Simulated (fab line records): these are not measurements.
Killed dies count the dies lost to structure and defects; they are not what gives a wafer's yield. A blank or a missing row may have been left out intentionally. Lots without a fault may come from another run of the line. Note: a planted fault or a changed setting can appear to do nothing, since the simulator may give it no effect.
fab line records + flow nandHarc
record
- lots=5
- wafers=15
- lastDay=22
route steps=1159 shown P_ZERO_WELL@44 END@1159
lots with no fault: from the same line, run without faults
startH: hours from the record's first day to the start of the lot's first wafer shown + waitH: time in hours since the lot's previous step + " identical to the entry in the row above + L1.1+2: several wafers, shown together as one row + - no value, or no start given + * or withheld: withheld + < > ~ a bound
route shown NAME@n: a module of which the file shows steps, and the number in the route of the first + usual: the fault-free wafers' mean and standard deviation + same: alike in all rows + chamber/n: place in a boat + sites: readings site by site + _std_site: their standard deviation + _edge_site: inner sites' mean taken away from outer sites' mean + radiusMm: how far each site lies from the wafer's centre + mask NAME#n: copy n + behind: tool/chamber where the wafer was last shaped + hold: why the lot went on hold/how many hours it stayed there/how the hold came to an end + device: the transistor (n, p or np) that didn't switch + end of line: at the end of the route, the tests of the same wafers + a step with no rows: only its recipe + killed: dies lost to structure and defects at the first sort, not the wafer's yield + map: shows each die of a wafer: x if killed, . if not, _ if none is there
set.NAME: the run value of the setting; set.NAME@STEP: its run value at that earlier step + model.NAME: the simulator's own value behind a step, which no gauge read
lots at some steps of the route; a table a step, a row a wafer
services: a tool's chamber out of use, with start hour (startH, from the record's first day; less than 0 if before it), hours out, and reason
## steps
# step NHARC_P_ZERO_WELL_CD_MEAS_37
# recipe
- targetCdNm=720
- landingEnergyEv=500
# usual
- cdNm=719.2/2
| lot.wafer | tool     | chamber | startH | waitH | cdNm  |
|-----------|----------|---------|--------|-------|-------|
| L864.2    | cdSem-03 | 0       | 34.02  | -     | 722.2 |
| L864.5    | "        | 0       | "      | "     | 718.4 |
| L864.6    | "        | 0       | "      | "     | 720.4 |
| L866.2    | cdSem-02 | 0       | 46.21  | -     | 716.4 |
| L866.3    | "        | 0       | "      | "     | 716.9 |
| L866.4    | "        | 0       | "      | "     | 715.3 |
| L872.1    | cdSem-02 | 0       | 82.22  | -     | 721.0 |
| L872.4    | "        | 0       | "      | "     | 720.8 |
| L872.6    | "        | 0       | "      | "     | 719.1 |
| L875.3    | cdSem-01 | 0       | 100.10 | -     | 715.6 |
| L875.5    | "        | 0       | "      | "     | 718.0 |
| L875.6    | "        | 0       | "      | "     | 717.8 |
| L876.1    | cdSem-02 | 0       | 106.10 | -     | 721.9 |
| L876.3    | "        | 0       | "      | "     | 720.3 |
| L876.6    | "        | 0       | "      | "     | 722.6 |
# step NHARC_P_ZERO_WELL_HARDBAKE_38
# recipe
- tempC=125
- timeS=80
# step NHARC_P_ZERO_WELL_DESCUM_39
# recipe
- timeS=3
- o2FlowSccm=200
- arFlowSccm=0
- biasPowerW=0
- chemistry=O2
# usual
- drypumpMotorCurrentA=5.9/0.51
- o2FlowSccm=200.0/0.58
- oesProductAu=0.999/0.011
- rfVppV=57.8/0.89
- showerheadPlenumPTorr=1.95/0.087
- throttleValvePct=11.312/0.009
| lot.wafer | tool       | chamber | startH | waitH | drypumpMotorCurrentA | o2FlowSccm | oesProductAu | rfHoursCounterH | rfVppV | showerheadPlenumPTorr | throttleValvePct |
|-----------|------------|---------|--------|-------|----------------------|------------|--------------|-----------------|--------|-----------------------|------------------|
| L864.2    | rieDiel-06 | 0       | 34.19  | -     | 5.9                  | 200.6      | 0.999        | 13              | 58.3   | 2.00                  | 11.302           |
| L864.6    | "          | 3       | "      | "     | 5.0                  | 200.1      | 1.017        | -               | 56.6   | 1.79                  | 11.308           |
| L864.5    | "          | 0       | "      | "     | 5.9                  | 200.7      | 0.993        | -               | 57.9   | 2.00                  | 11.296           |
| L866.2    | rieDiel-07 | 1       | 46.37  | -     | 5.9                  | 199.1      | 0.999        | 10              | 58.6   | 2.02                  | 11.322           |
| L866.3    | "          | 0       | "      | "     | 6.6                  | 200.6      | 1.005        | 11              | 56.9   | 1.92                  | 11.309           |
| L866.4    | "          | 0       | "      | "     | 6.7                  | 200.2      | 1.005        | -               | 58.1   | 1.92                  | 11.294           |
| L872.4    | rieDiel-12 | 2       | 82.38  | -     | 5.4                  | 199.9      | 0.997        | 3               | 58.0   | 2.06                  | 11.311           |
| L872.1    | "          | 1       | "      | "     | 4.9                  | 200.2      | 0.988        | 4               | 57.8   | 1.93                  | 11.316           |
| L872.6    | "          | 2       | "      | "     | 5.4                  | 199.4      | 0.994        | -               | 57.3   | 2.06                  | 11.315           |
| L875.3    | rieDiel-07 | 0       | 100.25 | -     | 6.7                  | 200.7      | 1.004        | 3               | 58.0   | 1.92                  | 11.317           |
| L875.6    | "          | 0       | "      | "     | 6.7                  | 200.7      | 1.008        | -               | 58.8   | 1.92                  | 11.312           |
| L875.5    | "          | 1       | "      | "     | 5.9                  | 199.9      | 1.006        | -               | 57.9   | 2.02                  | 11.318           |
| L876.1    | rieDiel-06 | 2       | 106.28 | -     | 5.6                  | 199.9      | 0.992        | 2               | 58.2   | 1.83                  | 11.329           |
| L876.3    | "          | 3       | "      | "     | 5.0                  | 199.6      | 0.998        | 2               | 57.7   | 1.79                  | 11.314           |
| L876.6    | "          | 1       | "      | "     | 6.0                  | 199.8      | 0.999        | -               | 58.1   | 1.78                  | 11.326           |
# step NHARC_P_ZERO_WELL_IMPLANT_40
# recipe
- energyKev=300
- doseCm2=1e+13
- tiltDeg=7
# step NHARC_P_ZERO_WELL_IMPLANT_59
# recipe
- energyKev=120
- doseCm2=5e+12
- tiltDeg=7
# step NHARC_P_ZERO_WELL_IMPLANT_60
# recipe
- energyKev=30
- doseCm2=2e+12
- tiltDeg=7
# step NHARC_P_ZERO_WELL_STRIP_41
# recipe
- timeS=840
- tempC=130
- chemistry=SPM
# step NHARC_P_ZERO_WELL_DEHYDRATE_44
# recipe
- tempC=150
- timeS=120
# step NHARC_P_ZERO_WELL_HMDS_45
# recipe
- timeS=30
# step NHARC_P_ZERO_WELL_COAT_46
# recipe
- spinRpm=withheld
# step NHARC_P_ZERO_WELL_SOFTBAKE_47
# recipe
- tempC=122
- timeS=95
# step NHARC_P_ZERO_WELL_EBR_48
# step NHARC_P_ZERO_WELL_EXPOSE_49
# recipe
- na=0.6
- targetCdNm=2000
- doseMj=22.64
- maskId=P_HVPW
# same
- na=0.6
| lot.wafer  | tool          | chamber | startH | waitH | mask      |
|------------|---------------|---------|--------|-------|-----------|
| L864.2+5+6 | krfScanner-01 | 0       | 35.51  | -     | P_HVPW#0  |
| L866.2+3+4 | krfScanner-01 | 0       | 47.71  | -     | P_HVPW#0  |
| L872.1+4+6 | krfScanner-02 | 0       | 83.70  | -     | P_HVPW#0  |
| L875.3+5+6 | krfScanner-02 | 0       | 101.45 | -     | P_NWELL#0 |
| L876.1+3+6 | krfScanner-01 | 0       | 107.58 | -     | P_HVPW#0  |
# step NHARC_P_ZERO_WELL_PEB_50
# recipe
- pebTempC=118
- pebTimeS=85
# step NHARC_P_ZERO_WELL_DEVELOP_51
# recipe
- timeS=70
# step NHARC_P_ZERO_WELL_CD_MEAS_52
# recipe
- targetCdNm=2000
- landingEnergyEv=500
# usual
- cdNm=1999.6/1.8
| lot.wafer | tool     | chamber | startH | waitH | cdNm   |
|-----------|----------|---------|--------|-------|--------|
| L864.2    | cdSem-01 | 0       | 35.66  | -     | 2001.5 |
| L864.5    | "        | 0       | "      | "     | 2000.3 |
| L864.6    | "        | 0       | "      | "     | 1997.5 |
| L866.2    | cdSem-01 | 0       | 47.87  | -     | 2000.5 |
| L866.3    | "        | 0       | "      | "     | 1999.2 |
| L866.4    | "        | 0       | "      | "     | 1999.6 |
| L872.1    | cdSem-02 | 0       | 83.86  | -     | 1996.3 |
| L872.4    | "        | 0       | "      | "     | 1998.3 |
| L872.6    | "        | 0       | "      | "     | 1999.5 |
| L875.3    | cdSem-02 | 0       | 101.60 | -     | -      |
| L875.5    | "        | 0       | "      | "     | -      |
| L875.6    | "        | 0       | "      | "     | -      |
| L876.1    | cdSem-01 | 0       | 107.74 | -     | 2001.8 |
| L876.3    | "        | 0       | "      | "     | 1999.9 |
| L876.6    | "        | 0       | "      | "     | 2004.1 |
# step NHARC_P_ZERO_WELL_HARDBAKE_53
# recipe
- tempC=125
- timeS=80
# step NHARC_END_SORT_01
# recipe
- tempC=25
# usual
- killedAtArray=29/13
- killedAtOther=0.7/1
- killedAtPeriphery=3.2/2.3
- killedDies=33/13
- killedOpen=3.3/1.7
- killedShort=2.0/1.5
# same
- grossDies=677
| lot.wafer | tool      | chamber | startH | waitH | killedAtArray | killedAtOther | killedAtPeriphery | killedDies | killedOpen | killedShort |
|-----------|-----------|---------|--------|-------|---------------|---------------|-------------------|------------|------------|-------------|
| L875.3    | prober-01 | 0       | 531.34 | 3.1   | 18            | 3             | 656               | 677        | 3          | 2           |
| L875.5    | prober-01 | 0       | 532.99 | 3.8   | 13            | 3             | 661               | 677        | 2          | 4           |
| L875.6    | prober-01 | 0       | 533.81 | 4.1   | 10            | 3             | 664               | 677        | 1          | 2           |
# killed by level:class
L875.3 P_ZERO_WELL:areaExpose=653 A_CHANNEL_HOLE_D1:chamberFilmFlake=6 A_STAIRCASE:chamberFilmFlake=6 THIN_TSV:chamberFilmFlake=3 A_CONTACT:chamberFilmFlake=2 P_STI:geometricParticle:open=1 P_M0:geometricParticle:open=1 A_CHANNEL_HOLE_D1:geometricParticle:short=1
L875.5 P_ZERO_WELL:areaExpose=659 A_CHANNEL_HOLE_D1:chamberFilmFlake=6 THIN_TSV:chamberFilmFlake=3 A_WL_FILL:geometricParticle:short=2 P_M1:geometricParticle:short=1 A_ONON_D1:geometricParticle:short=1 A_WL_FILL:geometricParticle:open=1 A_M0:geometricParticle:open=1
L875.6 P_ZERO_WELL:areaExpose=661 A_CONTACT:chamberFilmFlake=5 A_CHANNEL_HOLE_D1:chamberFilmFlake=3 THIN_TSV:chamberFilmFlake=3 P_CONTACT:geometricParticle:short=1 P_M2:geometricParticle:short=1 A_CONTACT:geometricParticle:open=1 P_STI:chamberFilmFlake=1
# map L875.3 (x killed, . not)
____________x____________
_________xxxxxxx_________
_______xxxxxxxxxxx_______
______xxxxxxxxxxxxx______
_____xxxxxxxxxxxxxxx_____
____xxxxxxxxxxxxxxxxx____
____xxxxxxxxxxxxxxxxx____
___xxxxxxxxxxxxxxxxxxx___
___xxxxxxxxxxxxxxxxxxx___
__xxxxxxxxxxxxxxxxxxxxx__
__xxxxxxxxxxxxxxxxxxxxx__
_xxxxxxxxxxxxxxxxxxxxxxx_
_xxxxxxxxxxxxxxxxxxxxxxx_
_xxxxxxxxxxxxxxxxxxxxxxx_
_xxxxxxxxxxxxxxxxxxxxxxx_
_xxxxxxxxxxxxxxxxxxxxxxx_
xxxxxxxxxxxxxxxxxxxxxxxxx
xxxxxxxxxxxxxxxxxxxxxxxxx
xxxxxxxxxxxxxxxxxxxxxxxxx
xxxxxxxxxxxxxxxxxxxxxxxxx
xxxxxxxxxxxxxxxxxxxxxxxxx
_xxxxxxxxxxxxxxxxxxxxxxx_
_xxxxxxxxxxxxxxxxxxxxxxx_
_xxxxxxxxxxxxxxxxxxxxxxx_
_xxxxxxxxxxxxxxxxxxxxxxx_
_xxxxxxxxxxxxxxxxxxxxxxx_
__xxxxxxxxxxxxxxxxxxxxx__
__xxxxxxxxxxxxxxxxxxxxx__
___xxxxxxxxxxxxxxxxxxx___
___xxxxxxxxxxxxxxxxxxx___
____xxxxxxxxxxxxxxxxx____
____xxxxxxxxxxxxxxxxx____
_____xxxxxxxxxxxxxxx_____
______xxxxxxxxxxxxx______
_______xxxxxxxxxxx_______
_________xxxxxxx_________
____________x____________
# map L872.4 (x killed, . not)
____________.____________
_________......._________
_______..........._______
______.............______
_____..............._____
____.................____
____.................____
___...................___
___...................___
__.....................__
__...........x.x..x....__
_...............xx......_
_..............xxx......_
_..............xx......._
_................xx....._
_..............xxx......_
.........................
..............xxxx.x.....
...............x.........
............x............
.........................
_......................._
_.....x................._
_......................._
_.........x............._
_......................._
__...........x...x.....__
__..........xxxx.......__
___..........x.x......___
___..........xxxx.x...___
____........xxx.x....____
____..........xxxx...____
_____........x.xx..._____
______.............______
_______..........._______
_________......._________
____________.____________
## services
| tool          | chamber | startH | hours | kind      |
|---------------|---------|--------|-------|-----------|
| rieDiel-06    | 1       | 10.32  | 5.0   | repair    |
| rieDiel-06    | 0       | 19.10  | -     | clean     |
| rieDiel-06    | 1       | 19.10  | -     | clean     |
| rieDiel-06    | 2       | 19.10  | -     | clean     |
| rieDiel-06    | 3       | 19.10  | -     | clean     |
| rieDiel-06    | 3       | 22.64  | 2.4   | repair    |
| rieDiel-12    | -       | 25.47  | 9.0   | pm        |
| rieDiel-07    | 3       | 29.47  | 46.1  | repair    |
| rieDiel-07    | 0       | 30.20  | -     | clean     |
| rieDiel-07    | 1       | 30.20  | -     | clean     |
| rieDiel-07    | 2       | 30.20  | -     | clean     |
| krfScanner-02 | -       | 38.00  | 4.0   | pm        |
| rieDiel-06    | 0       | 43.63  | -     | clean     |
| rieDiel-06    | 1       | 43.63  | -     | clean     |
| rieDiel-06    | 2       | 43.63  | -     | clean     |
| rieDiel-06    | 3       | 43.63  | -     | clean     |
| rieDiel-07    | -       | 51.20  | 9.0   | pm        |
| rieDiel-07    | 0       | 51.20  | 9.0   | ventCycle |
| rieDiel-07    | 1       | 51.20  | 9.0   | ventCycle |
| rieDiel-07    | 2       | 51.20  | 9.0   | ventCycle |
| rieDiel-06    | -       | 64.20  | 9.0   | pm        |
| krfScanner-01 | -       | 84.00  | 4.0   | pm        |
| rieDiel-07    | 1       | 84.08  | 4.6   | repair    |
| rieDiel-12    | 3       | 87.02  | 6.1   | repair    |
## key
firstSign
- step=NHARC_P_ZERO_WELL_EXPOSE_49
- reading=mask
- direction=changed
effect
- step=NHARC_P_ZERO_WELL_CD_MEAS_52
- reading=cdNm
- direction=missing
effect
- step=NHARC_END_SORT_01
- reading=killedAtPeriphery
- direction=up
- sigmas=99+
- usual=3.2
- struck=660.3
moreKillsBornAt
- NHARC_P_ZERO_WELL_EXPOSE_49@krfScanner-02=1973
metAt NHARC_P_ZERO_WELL_EXPOSE_49
struckWafers L875.3,L875.5,L875.6
laterRowsLeftOut L875.3,L875.5,L875.6
testerLeftOut L875
onsetBetween 83.70 101.45
fault
- kind=wrongMask
- tool=any
- chamber=-
- onsetH=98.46
- steps=NHARC_P_ZERO_WELL_EXPOSE_49
- auxCopy=P_NWELL#0
- scope=struckLotsOnly
# testerLeftOut: of these lots the tester's yield and bins aren't shown, on N5 and GAA mostly nor the transistor test; their killed dies are dies lost to structure and defects alone, not to doping, threshold or leakage, so they don't give the yield
# laterRowsLeftOut: the simulator's readings of these wafers behind a module that went badly wrong aren't trusted and aren't shown, but for the sort
